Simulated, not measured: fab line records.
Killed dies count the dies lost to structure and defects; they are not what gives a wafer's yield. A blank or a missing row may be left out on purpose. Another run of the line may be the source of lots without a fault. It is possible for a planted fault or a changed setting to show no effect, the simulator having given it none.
Matching of chambers	flow n5_finfet	N5_BEOL_M0_SAQP_PECVD_03 on pecvd-04 has 3 sister chambers
The step deposits SiCN from 3MS/NH3, target thk 12 nm, time 21.1 s. 6 wafers are shown with their chamber, then 11 later ones without.

WAFERS, EACH WITH ITS CHAMBER
wafer	chamber	throttle_valve_pct (%)	showerhead_plenum_p_Torr (Torr)
L085.2	1	10.2	3.667
L085.6	1	10.2	3.673
L089.3	0	9.6	3.683
L089.4	0	9.3	3.677
L089.6	2	8.5	3.668
L091.1	2	9.0	3.658

WAFERS WITHOUT THEIR CHAMBER
wafer	throttle_valve_pct (%)	showerhead_plenum_p_Torr (Torr)
L091.3	9.6	3.686
L091.4	8.8	3.676
L094.2	9.1	3.669
L094.5	9.0	3.665
L094.6	9.6	3.680
L095.1	9.5	3.696
L095.3	8.8	3.670
L095.4	9.6	3.682
L096.4	9.6	3.687
L096.5	9.0	3.670
L096.6	9.4	3.683

WHICH CHAMBER EACH ONE RAN IN
wafer	from the rows above	in truth
L091.3	0	0
L091.4	can't be placed: 2 or 0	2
L094.2	can't be placed: 2 or 0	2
L094.5	2	2
L094.6	0	0
L095.1	0	0
L095.3	can't be placed: 2 or 0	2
L095.4	0	0
L096.4	0	0
L096.5	can't be placed: 2 or 0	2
L096.6	0	0
7 of 11 placed correctly. From these rows, 4 cannot be placed; in 4 the true chamber is one of the candidates. 0 placed wrongly.
How it was worked out, from the rows above alone: a wafer's distance from a chamber is the root of the sum, over the readings, of the square of ((its reading less the chamber's mean) divided by the reading's scatter). If the next closest chamber is less than 2 further off than the closest, the wafer can't be placed; otherwise it belongs to the closest. The mean given for a chamber averages the wafers shown for that chamber. How the scatter is found: for the shown wafers, subtract from each reading the mean of its chamber, square and add these, divide the total by (wafers less chambers), then take the root.
